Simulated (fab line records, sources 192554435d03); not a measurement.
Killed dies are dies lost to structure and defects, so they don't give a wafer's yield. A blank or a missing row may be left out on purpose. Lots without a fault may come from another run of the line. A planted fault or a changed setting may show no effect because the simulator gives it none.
Chamber matching | flow n5_finfet | N5_HKMG_FIN_DESCUM_53 on rie_diel-02: 4 sister chambers
The step chemistry O2, time 7.9 s. 8 wafers are shown with their chamber, then 10 later ones without.

WAFERS WITH THEIR CHAMBER
wafer  | chamber | drypump_motor_current_A (A) | throttle_valve_pct (%)
L083.6 | 3       | 5.1                         | 20.30
L084.3 | 3       | 5.1                         | 20.28
L084.4 | 2       | 5.5                         | 20.38
L085.1 | 2       | 5.5                         | 20.37
L085.2 | 1       | 4.7                         | 20.63
L085.3 | 0       | 5.6                         | 20.85
L086.4 | 1       | 4.7                         | 20.63
L086.5 | 0       | 5.7                         | 20.85

WAFERS WITHOUT THEIR CHAMBER
wafer  | drypump_motor_current_A (A) | throttle_valve_pct (%)
L086.6 | 4.6                         | 20.62
L087.2 | 5.5                         | 20.39
L087.4 | 4.7                         | 20.64
L087.5 | 5.5                         | 20.36
L091.1 | 5.7                         | 20.87
L091.3 | 4.7                         | 20.64
L091.6 | 5.5                         | 20.39
L092.2 | 5.1                         | 20.33
L092.5 | 5.5                         | 20.39
L092.6 | 5.1                         | 20.32

WHICH CHAMBER EACH WENT THROUGH
wafer  | from the rows above | in truth
L086.6 | 1                   | 1
L087.2 | 2                   | 2
L087.4 | 1                   | 1
L087.5 | 2                   | 2
L091.1 | 0                   | 0
L091.3 | 1                   | 1
L091.6 | 2                   | 2
L092.2 | 3                   | 3
L092.5 | 2                   | 2
L092.6 | 3                   | 3
Placed correctly: 10 of 10. Can't be placed from these rows: 0. Placed wrongly: 0.
How it was worked out, from the rows above alone: a wafer's distance from a chamber is the root of the sum, over the readings, of the square of ((its reading less the chamber's mean) divided by the reading's scatter). The wafer belongs to the nearest chamber; if the next one is less than 2 further off, it can't be placed. A chamber's mean is the mean of its shown wafers. The scatter: the root of (the sum of the squares of (reading less its chamber's mean) over the shown wafers, divided by (wafers less chambers)).
